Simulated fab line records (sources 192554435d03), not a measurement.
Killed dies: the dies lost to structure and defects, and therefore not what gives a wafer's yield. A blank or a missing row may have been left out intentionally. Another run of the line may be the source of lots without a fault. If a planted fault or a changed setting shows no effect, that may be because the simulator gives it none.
fab line records	flow n5_finfet	part 1 of 2: steps 1 to 28 of 41
[record] lots = 5	wafers = 15	last_day = 17
route steps=1938 shown SD_EPI_P@312 SD_ACTIVATION@330 ILD0@335 SDB@347
lots with no fault: from the same line, run without faults
start_h: start of the lot's first displayed wafer, in hours after the record's first day	wait_h: how many hours have passed since the lot's step before this one	" as in the row above	L1.1+2: one row covering several wafers at once	- either no value or no given start	* or withheld: withheld	< > ~ a bound
route shown NAME@n: a module of which the file shows steps, and the number in the route of the first	usual: mean/standard deviation of fault-free wafers	same: alike in all rows	chamber/n: place in a boat	sites: each site's reading	_std_site: how widely they spread, as a standard deviation	_edge_site: inner sites' mean taken away from outer sites' mean	radius_mm: how far each site lies from the wafer's centre	mask NAME#n: copy n	behind: the tool/chamber that last shaped the wafer	hold: what put the lot on hold/how long, in hours/how the hold closed	device: whichever transistor did not switch (one of n, p or np)	end of line: tests of these same wafers at the route's end	for a step that has no rows: nothing shown but its recipe	killed: count of dies lost to structure and defects at first sort (not the wafer's yield)	map: a wafer's dies, marking killed ones x, the rest . and places with no die _
set.NAME: the setting the step ran with; set.NAME@STEP: the setting that earlier step ran with	model.NAME: the simulator's own value behind a step, which no gauge read
lots at some steps of the route; a table a step, a row a wafer
services: the hour from which a tool's chamber was out of use, counted from the record's first day as start_h (under 0 if before that day), plus the number of hours and why
[[steps]]
[step N5_SD_EPI_P_ETCH_16]
[recipe] chemistry = CHF3/O2	target = SiO2	target_depth_a = 50	mask_material = SOC	pressure_mtorr = 30	source_w = 650	bias_w = 170	Ar_flow_sccm = 200	CHF3_flow_sccm = 50	O2_flow_sccm = 5	ion_energy_ev = 200
[usual] drypump_motor_current_A = 5.8/0.42	oes_product_au = 0.78/0.075	rf_vpp_V = 527/9	showerhead_plenum_p_Torr = 2.40/0.056	throttle_valve_pct = 18.95/0.27
lot.wafer	tool	chamber	start_h	wait_h	drypump_motor_current_A	oes_product_au	rf_hours_counter_h	rf_vpp_V	showerhead_plenum_p_Torr	throttle_valve_pct
L079.1	rie_diel-02	2	87.19	0.1	6.0	0.73	131	525	2.50	19.05
L079.2	"	3	"	"	6.3	0.90	39	535	2.44	18.82
L079.4	"	0	"	"	5.0	0.93	12	529	2.36	18.72
L081.1	rie_diel-01	0	99.20	0.1	6.3	0.69	245	525	2.37	18.86
L081.2	"	1	"	"	5.4	0.77	135	510	2.33	18.76
L081.6	"	3	"	"	6.2	0.79	-	543	2.34	18.85
L083.3	rie_diel-06	2	107.93	0.1	6.2	0.75	167	524	2.42	19.30
L083.5	"	0	"	"	5.6	0.70	-	522	2.40	19.42
L083.6	"	3	"	"	5.3	0.76	-	516	2.50	19.17
L085.2	rie_diel-01	3	124.65	0.1	6.2	0.79	124	542	2.34	18.85
L085.5	"	1	"	"	5.5	0.76	-	509	2.33	18.78
L085.6	"	3	"	"	6.2	0.78	-	543	2.34	18.86
L095.1	rie_diel-02	2	188.71	0.1	6.0	0.72	166	525	2.48	19.10
L095.5	"	3	"	"	6.3	0.84	-	534	2.43	18.90
L095.6	"	0	"	"	5.0	0.87	-	528	2.35	18.80
[step N5_SD_EPI_P_STRIP_50]
[recipe] chemistry = CHF3/O2	resist = SiARC	rf_frequency_hz = 6e+07
lot.wafer	tool	chamber	start_h	wait_h
L079.1+2+4	rie_diel-02	2,3,0	87.23	0.0
L081.1+2+6	rie_diel-01	0,1,3	99.24	0.0
L083.3+5+6	rie_diel-06	2,0,3	107.97	0.0
L085.2+5+6	rie_diel-01	3,1,3	124.69	0.0
L095.1+5+6	rie_diel-02	2,3,0	188.75	0.0
[step N5_SD_EPI_P_SD_RECESS_17]
[recipe] chemistry = HBr/Cl2/O2	target_depth_a = 391	bt_time_s = 3	pressure_mtorr = 10	icp_w = 800	bias_w = 112	HBr_flow_sccm = 150	Cl2_flow_sccm = 80	O2_flow_sccm = 12
[usual] drypump_motor_current_A = 5.8/0.48	oes_product_au = 1.002/0.014	throttle_valve_pct = 37.1/0.38
lot.wafer	tool	chamber	start_h	wait_h	drypump_motor_current_A	oes_product_au	rf_hours_counter_h	throttle_valve_pct
L079.1	rie_si-02	0	87.27	0.0	5.9	1.001	53	37.7
L079.2	"	3	"	"	6.5	1.012	98	36.8
L079.4	"	1	"	"	5.4	0.988	102	37.1
L081.1	rie_si-03	0	99.27	0.0	5.6	1.025	8	37.5
L081.2	"	3	"	"	4.9	0.983	6	36.5
L081.6	"	3	"	"	4.9	0.981	-	36.4
L083.3	rie_si-01	0	108.00	0.0	5.4	1.005	124	37.0
L083.5	"	2	"	"	6.3	1.001	-	37.1
L083.6	"	1	"	"	6.3	1.005	-	37.3
L085.2	rie_si-03	3	124.72	0.0	4.9	0.976	6	36.4
L085.5	"	3	"	"	4.9	0.985	-	36.5
L085.6	"	0	"	"	5.6	1.014	-	37.5
L095.1	rie_si-02	2	188.78	0.0	5.8	0.983	109	37.2
L095.5	"	1	"	"	5.4	0.989	-	37.1
L095.6	"	0	"	"	5.9	0.996	-	37.8
[step N5_SD_EPI_P_WET_ETCH_45]
[recipe] chemistry = dHF	dilution = withheld	time_s = 10.7	target = SiO2	target_depth_a = 20	temp_c = 25	dry = ipa_marangoni	rinse_time_s = 30	rinse_temp_c = 23
lot.wafer	tool	chamber	start_h	wait_h
L079.1+2+4	wet_bench-01	2,5,7	87.36	0.1
L081.1+2+6	wet_bench-01	0,3,1	99.37	0.1
L083.3+5+6	wet_bench-01	2,4,5	108.09	0.1
L085.2+5+6	wet_bench-02	5,0,4	124.81	0.1
L095.1+5+6	wet_bench-06	3,7,0	188.87	0.1
[step N5_SD_EPI_P_STRIP_40]
[recipe] chemistry = N2/H2	power_w = 1000	temp_c = 250	h2_frac = 0.65	overash_fraction = 0.3	pressure_mtorr = withheld	n2_flow_sccm = 1750	h2_flow_sccm = 3250
[usual] drypump_motor_current_A = 5.8/0.52	heater_power_w = 355/21	oes_product_au = 0.762/0.012
lot.wafer	tool	chamber	start_h	wait_h	drypump_motor_current_A	heater_power_w	oes_product_au	rf_hours_counter_h
L079.1	plasma_asher-01	0	87.41	0.0	6.1	372	0.778	37
L079.2	"	1	"	"	5.3	370	0.760	37
L079.4	"	1	"	"	5.3	373	0.760	-
L081.1	plasma_asher-01	1	99.42	0.0	5.3	363	0.785	39
L081.2	"	0	"	"	6.1	376	0.768	39
L081.6	"	1	"	"	5.3	367	0.761	-
L083.3	plasma_asher-01	1	108.16	0.0	5.4	370	0.774	-
L083.5	"	1	"	"	5.3	386	0.766	-
L083.6	"	0	"	"	6.1	369	0.742	-
L085.2	plasma_asher-02	1	124.86	0.0	5.2	349	0.756	100
L085.5	"	1	"	"	5.2	341	0.740	-
L085.6	"	0	"	"	6.6	322	0.754	-
L095.1	plasma_asher-01	1	188.92	0.0	5.4	374	0.755	60
L095.5	"	1	"	"	5.3	363	0.772	-
L095.6	"	0	"	"	6.1	368	0.770	-
[step N5_SD_EPI_P_PRECLEAN_52]
[recipe] chemistry = O3/DIW	time_s = 60	temp_c = 22	o3_ppm = 10
lot.wafer	tool	chamber	start_h	wait_h
L079.1+2+4	wet_bench-02	5,7,6	87.50	-
L081.1+2+6	wet_bench-06	3,4,7	99.50	-
L083.3+5+6	wet_bench-01	2,4,5	108.23	-
L085.2+5+6	wet_bench-01	4,6,3	124.95	-
L095.1+5+6	wet_bench-01	4,2,5	189.01	-
[step N5_SD_EPI_P_SRD_20]
[recipe] dry = ipa_marangoni	do_ppb = 5	time_s = 30	temp_c = 23	rinse_liquid = diw
lot.wafer	tool	chamber	start_h	wait_h
L079.1+2+4	wet_bench-02	5,7,6	87.52	0.0
L081.1+2+6	wet_bench-06	3,4,7	99.52	0.0
L083.3+5+6	wet_bench-01	2,4,5	108.25	0.0
L085.2+5+6	wet_bench-01	4,6,3	124.97	0.0
L095.1+5+6	wet_bench-01	4,2,5	189.03	0.0
[step N5_SD_EPI_P_PRECLEAN_51]
[recipe] chemistry = NF3:NH3	afs_cycles = 1	temp_c = 30	time_s = 20	sublimation_temp_c = 180	sublimation_time_s = 60	pressure_torr = 3	rf_power_w = 30
lot.wafer	tool	chamber	start_h	wait_h
L079.1+2+4	epi_rpcvd-01	0	87.57	0.0
L081.1+2+6	epi_rpcvd-01	0	99.57	0.0
L083.3+5+6	epi_rpcvd-01	0	108.36	0.1
L085.2+5+6	epi_rpcvd-01	0	125.05	0.1
L095.1+5+6	epi_rpcvd-01	0	189.08	0.0
[step N5_SD_EPI_P_VAPOR_ETCH_44]
[recipe] chemistry = NF3/Ar	target = SiGe30	temp_c = 25	time_s = 3.3	mode = isotropic
lot.wafer	tool	chamber	start_h	wait_h
L079.1+2+4	epi_rpcvd-01	0	87.75	0.1
L081.1+2+6	epi_rpcvd-01	0	99.75	0.1
L083.3+5+6	epi_rpcvd-01	0	108.54	0.1
L085.2+5+6	epi_rpcvd-01	0	125.23	0.1
L095.1+5+6	epi_rpcvd-01	0	189.26	0.1
[step N5_SD_EPI_P_EPI_21]
[recipe] material = SiGe:B	dopant = B	temp_c = 550	pressure_torr = 20	ambient = H2	time_s = 355
[same] epi_growth_time_s = 355
lot.wafer	tool	chamber	start_h	wait_h
L079.1+2+4	epi_rpcvd-01	0	87.93	0.1
L081.1+2+6	epi_rpcvd-01	0	99.93	0.1
L083.3+5+6	epi_rpcvd-01	0	109.38	0.8
L085.2+5+6	epi_rpcvd-01	0	125.74	0.5
L095.1+5+6	epi_rpcvd-01	0	189.44	0.1
[step N5_SD_EPI_P_EPI_MEAS_23]
[recipe] mode = xrd
[usual] thk_nm = 61.4/1.3
lot.wafer	tool	chamber	start_h	wait_h	thk_nm
L079.1	film_metro-01	-	90.14	1.9	63.3
L079.2	"	-	"	"	63.9
L079.4	"	-	"	"	62.9
L081.1	film_metro-02	-	102.13	1.8	60.6
L081.2	"	-	"	"	62.6
L081.6	"	-	"	"	64.4
L083.3	film_metro-01	-	110.86	1.1	61.5
L083.5	"	-	"	"	63.5
L083.6	"	-	"	"	61.8
L085.2	film_metro-01	-	127.58	1.5	64.0
L085.5	"	-	"	"	63.4
L085.6	"	-	"	"	62.2
L095.1	film_metro-02	-	191.63	1.8	60.6
L095.5	"	-	"	"	61.2
L095.6	"	-	"	"	60.3
[step N5_SD_EPI_P_HM_STRIP_48]
[recipe] chemistry = H3PO4	temp_c = 160	material = SiNx	target = SiNx	target_depth_a = 30	overetch_fraction = 0.3
lot.wafer	tool	chamber	start_h	wait_h
L079.1+2+4	wet_bench-02	2,0,3	90.18	0.0
L081.1+2+6	wet_bench-02	1,0,5	102.17	0.0
L083.3+5+6	wet_bench-06	2,5,4	110.89	0.0
L085.2+5+6	wet_bench-01	4,2,0	127.61	0.0
L095.1+5+6	wet_bench-02	0,3,4	191.67	0.0
[step N5_SD_EPI_P_SRD_49]
[recipe] dry = ipa_marangoni	time_s = 30	temp_c = 23	rinse_liquid = diw
lot.wafer	tool	chamber	start_h	wait_h
L079.1+2+4	wet_bench-02	2,0,3	90.23	0.0
L081.1+2+6	wet_bench-02	1,0,5	102.22	0.0
L083.3+5+6	wet_bench-06	2,5,4	110.94	0.0
L085.2+5+6	wet_bench-01	4,2,0	127.66	0.0
L095.1+5+6	wet_bench-02	0,3,4	191.72	0.0
[step N5_SD_EPI_P_PRECLEAN_24]
[recipe] chemistry = O3/DIW	time_s = 45	temp_c = 22	o3_ppm = 10
lot.wafer	tool	chamber	start_h	wait_h
L079.1+2+4	wet_bench-02	2,0,3	90.25	0.0
L081.1+2+6	wet_bench-02	1,0,5	102.24	0.0
L083.3+5+6	wet_bench-06	2,5,4	110.96	0.0
L085.2+5+6	wet_bench-01	4,2,0	127.68	0.0
L095.1+5+6	wet_bench-02	0,3,4	191.74	0.0
[step N5_SD_EPI_P_PRECLEAN_32]
[recipe] chemistry = dHF	time_s = 10	dilution = 500:1	temp_c = 25
lot.wafer	tool	chamber	start_h	wait_h
L079.1+2+4	wet_bench-02	2,0,3	90.26	0.0
L081.1+2+6	wet_bench-02	1,0,5	102.25	0.0
L083.3+5+6	wet_bench-06	2,5,4	110.98	0.0
L085.2+5+6	wet_bench-01	4,2,0	127.70	0.0
L095.1+5+6	wet_bench-02	0,3,4	191.75	0.0
[step N5_SD_EPI_P_PRECLEAN_33]
[recipe] chemistry = SC2	time_s = 45	temp_c = 35	mix = 1:1:50
lot.wafer	tool	chamber	start_h	wait_h
L079.1+2+4	wet_bench-02	2,0,3	90.27	0.0
L081.1+2+6	wet_bench-02	1,0,5	102.25	0.0
L083.3+5+6	wet_bench-06	2,5,4	110.98	0.0
L085.2+5+6	wet_bench-01	4,2,0	127.70	0.0
L095.1+5+6	wet_bench-02	0,3,4	191.75	0.0
[step N5_SD_EPI_P_SRD_25]
[recipe] time_s = 30	temp_c = 23	rinse_liquid = diw	dry = ipa_marangoni
lot.wafer	tool	chamber	start_h	wait_h
L079.1+2+4	wet_bench-02	2,0,3	90.28	0.0
L081.1+2+6	wet_bench-02	1,0,5	102.26	0.0
L083.3+5+6	wet_bench-06	2,5,4	110.99	0.0
L085.2+5+6	wet_bench-01	4,2,0	127.71	0.0
L095.1+5+6	wet_bench-02	0,3,4	191.77	0.0
[step N5_SD_EPI_P_INSPECT_26]
[recipe] inspect_instrument = darkfield	mode = post_epi
[usual] raw_defect_count = 182/47
lot.wafer	tool	chamber	start_h	wait_h	raw_defect_count
L079.1	defect_inspect-02	-	90.32	0.0	122
L079.2	"	-	"	"	120
L079.4	"	-	"	"	175
L081.1	defect_inspect-02	-	102.30	0.0	201
L081.2	"	-	"	"	174
L081.6	"	-	"	"	133
L083.3	defect_inspect-01	-	111.03	0.0	136
L083.5	"	-	"	"	144
L083.6	"	-	"	"	153
L085.2	defect_inspect-01	-	127.75	0.0	122
L085.5	"	-	"	"	147
L085.6	"	-	"	"	166
L095.1	defect_inspect-02	-	191.81	0.0	190
L095.5	"	-	"	"	192
L095.6	"	-	"	"	181
[step N5_SD_ACTIVATION_RTA_00]
[recipe] temp_c = 975	time_s = 0	ambient = N2	idle_temp_c = 600	ramp_up_c_per_s = 150	ramp_down_c_per_s = 60	cool_to_c = 600
[usual] lamp_power_pct = 8.96/0.049	wafer_temp_C_max = 975.0/1.8
lot.wafer	tool	chamber	start_h	wait_h	lamp_power_pct	wafer_temp_C_max
L079.1	rtp_anneal-01	0	90.36	0.0	8.99	976.0
L079.2	"	0	"	"	8.97	976.8
L079.4	"	0	"	"	8.93	976.5
L081.1	rtp_anneal-01	0	102.33	0.0	8.90	971.9
L081.2	"	0	"	"	8.90	973.4
L081.6	"	0	"	"	8.98	974.1
L083.3	rtp_anneal-01	0	111.12	0.1	8.96	973.7
L083.5	"	0	"	"	8.98	974.5
L083.6	"	0	"	"	9.04	977.7
L085.2	rtp_anneal-01	0	127.81	0.1	9.02	977.0
L085.5	"	0	"	"	8.99	977.3
L085.6	"	0	"	"	8.98	974.3
L095.1	rtp_anneal-01	0	191.83	0.0	8.93	974.6
L095.5	"	0	"	"	8.94	976.1
L095.6	"	0	"	"	8.98	971.7
[step N5_SD_ACTIVATION_LSA_01]
[recipe] temp_c = 1080	time_s = 0.0008	ambient = N2
[usual] wafer_temp_C_max = 1084.5/1.9
lot.wafer	tool	chamber	start_h	wait_h	wafer_temp_C_max
L079.1	laser_anneal-01	0	90.56	0.2	1088.0
L079.2	"	0	"	"	1084.9
L079.4	"	0	"	"	1086.3
L081.1	laser_anneal-01	0	102.55	0.2	1089.2
L081.2	"	0	"	"	1086.2
L081.6	"	0	"	"	1088.4
L083.3	laser_anneal-01	0	111.32	0.2	1084.8
L083.5	"	0	"	"	1085.6
L083.6	"	0	"	"	1086.9
L085.2	laser_anneal-01	0	128.01	0.2	1086.0
L085.5	"	0	"	"	1086.4
L085.6	"	0	"	"	1086.9
L095.1	laser_anneal-02	0	192.05	0.2	1083.5
L095.5	"	0	"	"	1082.4
L095.6	"	0	"	"	1082.6
[step N5_SD_ACTIVATION_RS_MEAS_03]
[recipe] thk_meas_gauge = four-point-probe
[usual] RS_SD_N = 21.9/0.36	RS_SD_P = 55.9/0.88
lot.wafer	tool	chamber	start_h	wait_h	RS_SD_N[ohm/sq]	RS_SD_P[ohm/sq]
L079.1	film_metro-02	-	90.76	0.2	22.3	57.0
L079.2	"	-	"	"	21.8	55.3
L079.4	"	-	"	"	22.2	55.7
L081.1	film_metro-02	-	102.75	0.2	21.9	55.7
L081.2	"	-	"	"	22.4	55.1
L081.6	"	-	"	"	22.7	55.4
L083.3	film_metro-01	-	111.50	0.2	21.9	55.6
L083.5	"	-	"	"	22.0	54.1
L083.6	"	-	"	"	21.8	54.7
L085.2	film_metro-01	-	128.22	0.2	21.9	54.4
L085.5	"	-	"	"	22.3	54.4
L085.6	"	-	"	"	22.4	55.3
L095.1	film_metro-02	-	192.27	0.2	22.4	56.3
L095.5	"	-	"	"	22.2	55.6
L095.6	"	-	"	"	22.3	56.3
[step N5_SD_ACTIVATION_INSPECT_02]
[recipe] inspect_instrument = darkfield	mode = post_anneal
[usual] raw_defect_count = 176/44
lot.wafer	tool	chamber	start_h	wait_h	raw_defect_count
L079.1	defect_inspect-01	-	91.08	0.2	120
L079.2	"	-	"	"	113
L079.4	"	-	"	"	165
L081.1	defect_inspect-01	-	103.07	0.2	167
L081.2	"	-	"	"	163
L081.6	"	-	"	"	121
L083.3	defect_inspect-01	-	111.79	0.1	135
L083.5	"	-	"	"	144
L083.6	"	-	"	"	152
L085.2	defect_inspect-02	-	128.52	0.1	126
L085.5	"	-	"	"	183
L085.6	"	-	"	"	181
L095.1	defect_inspect-01	-	192.59	0.2	177
L095.5	"	-	"	"	198
L095.6	"	-	"	"	166
[step N5_ILD0_LINER_00]
[recipe] material = SiNx	target_thk_a = 40	temp_c = 400	ald_precursor_family = SiH2I2	ald_co_reactant = N2/H2-plasma	pulse_time_s = 1	purge_time_s = 2	co_reactant_purge_time_s = 2	ald_cycles = 80	pressure_torr = 2
[usual] heater_power_w = 841/76	precursor_pulse_height_rel = 1.002/0.021
lot.wafer	tool	chamber	start_h	wait_h	heater_power_w	precursor_pulse_height_rel
L079.1	ald_sin-03	2	91.49	0.4	825	1.005
L079.2	"	0	"	"	691	0.989
L079.4	"	3	"	"	877	1.010
L081.1	ald_sin-04	0	103.14	0.1	828	0.957
L081.2	"	2	"	"	848	1.009
L081.6	"	1	"	"	901	0.976
L083.3	ald_sin-01	1	111.83	0.0	899	1.011
L083.5	"	0	"	"	924	1.000
L083.6	"	3	"	"	897	1.006
L085.2	ald_sin-03	3	128.56	0.0	884	1.055
L085.5	"	1	"	"	802	0.984
L085.6	"	2	"	"	842	1.020
L095.1	ald_sin-01	1	192.62	0.0	909	1.020
L095.5	"	0	"	"	925	1.034
L095.6	"	1	"	"	890	1.010
[step N5_ILD0_FCVD_FILL_01]
[recipe] material = SiO2_flowable	target_thk_a = 2000	temp_c = 100	pressure_torr = 0.8	rf_w = 2000	time_s = 328.3
lot.wafer	tool	chamber	start_h	wait_h
L079.1+2+4	fcvd-01	0,1,0	91.91	0.2
L081.1+2+6	fcvd-01	1,0,0	103.56	0.2
L083.3+5+6	fcvd-02	0,0,1	112.37	0.3
L085.2+5+6	fcvd-01	1,0,1	128.99	0.2
L095.1+5+6	fcvd-01	0	193.04	0.2
[step N5_ILD0_CURE_02]
[recipe] temp_c = 450	time_s = 1800	ambient = steam	idle_temp_c = 400	ramp_up_c_per_min = 5	ramp_down_c_per_min = 3	densification_p_h2o_torr = 640
lot.wafer	tool	chamber	start_h	wait_h
L079.1+2+4	furnace-03	0	92.30	0.3
L081.1+2+6	furnace-03	0	103.95	0.3
L083.3+5+6	furnace-01	0	112.64	0.2
L085.2+5+6	furnace-03	0	129.38	0.3
L095.1+5+6	furnace-02	0	193.80	0.6
[step N5_ILD0_CMP_03]
[recipe] stop_on = SiNx	t_overpolish_s = 1.9	post_cmp_clean = alkaline_brush	down_force_psi = 4.1491	platen_rpm = 51.796	pad_velocity_m_s = 1.0306	target_thk_nm = 197.38
[usual] motor_current_A = 12.4/1.1	overpolish_run_s = 1.900/0.0091	time_to_endpoint_s = 68/4.6
lot.wafer	tool	chamber	start_h	wait_h	motor_current_A	overpolish_run_s	time_to_endpoint_s
L079.2	cmp-01	1	93.86	0.0	10.3	1.890	67
L079.1	"	3	"	"	13.5	1.894	65
L079.4	"	0	"	"	13.2	1.892	69
L081.2	cmp-02	2	105.51	0.0	13.1	1.885	62
L081.1	"	3	"	"	11.9	1.904	65
L081.6	"	2	"	"	13.3	1.890	60
L083.3	cmp-04	1	114.50	0.3	12.3	1.891	68
L083.5	"	2	"	"	10.5	1.904	71
L083.6	"	3	"	"	14.1	1.910	75
L085.2	cmp-01	0	131.01	0.1	12.6	1.901	69
L085.5	"	2	"	"	12.5	1.906	68
L085.6	"	3	"	"	13.3	1.898	67
L095.1	cmp-02	3	195.39	0.1	11.0	1.897	72
L095.5	"	2	"	"	13.6	1.900	65
L095.6	"	3	"	"	11.2	1.897	73
[step N5_ILD0_THK_MEAS_04]
[usual] thk_nm = 197.0/1.1
lot.wafer	tool	chamber	start_h	wait_h	thk_nm
L079.1	film_metro-01	-	94.15	-	196.2
L079.2	"	-	"	"	196.7
L079.4	"	-	"	"	197.0
L081.1	film_metro-02	-	105.80	-	197.2
L081.2	"	-	"	"	196.2
L081.6	"	-	"	"	195.7
L083.3	film_metro-01	-	114.68	-	197.1
L083.5	"	-	"	"	196.3
L083.6	"	-	"	"	197.5
L085.2	film_metro-01	-	131.23	-	197.7
L085.5	"	-	"	"	197.2
L085.6	"	-	"	"	196.3
L095.1	film_metro-01	-	195.65	-	197.5
L095.5	"	-	"	"	195.1
L095.6	"	-	"	"	196.9
[step N5_ILD0_CMP_07]
[recipe] stop_on = poly-Si	material = SiO2_flowable	t_overpolish_s = 1.18	post_cmp_clean = alkaline_brush	down_force_psi = 4.1491	platen_rpm = 51.796	pad_velocity_m_s = 1.0306	target_thk_nm = 138.88
[usual] motor_current_A = 12.5/1
lot.wafer	tool	chamber	start_h	wait_h	motor_current_A
L079.4	cmp-02	0	94.36	0.2	11.7
L079.2	"	1	"	"	13.6
L079.1	"	2	"	"	12.8
L081.1	cmp-01	3	105.83	0.0	13.3
L081.2	"	0	"	"	12.2
L081.6	"	0	"	"	13.2
L083.3	cmp-02	2	114.88	0.2	13.1
L083.6	"	0	"	"	11.8
L083.5	"	1	"	"	13.2
L085.2	cmp-04	2	131.26	0.0	11.0
L085.5	"	2	"	"	11.3
L085.6	"	3	"	"	14.5
L095.1	cmp-04	3	195.68	0.0	14.1
L095.5	"	3	"	"	13.8
L095.6	"	0	"	"	12.2
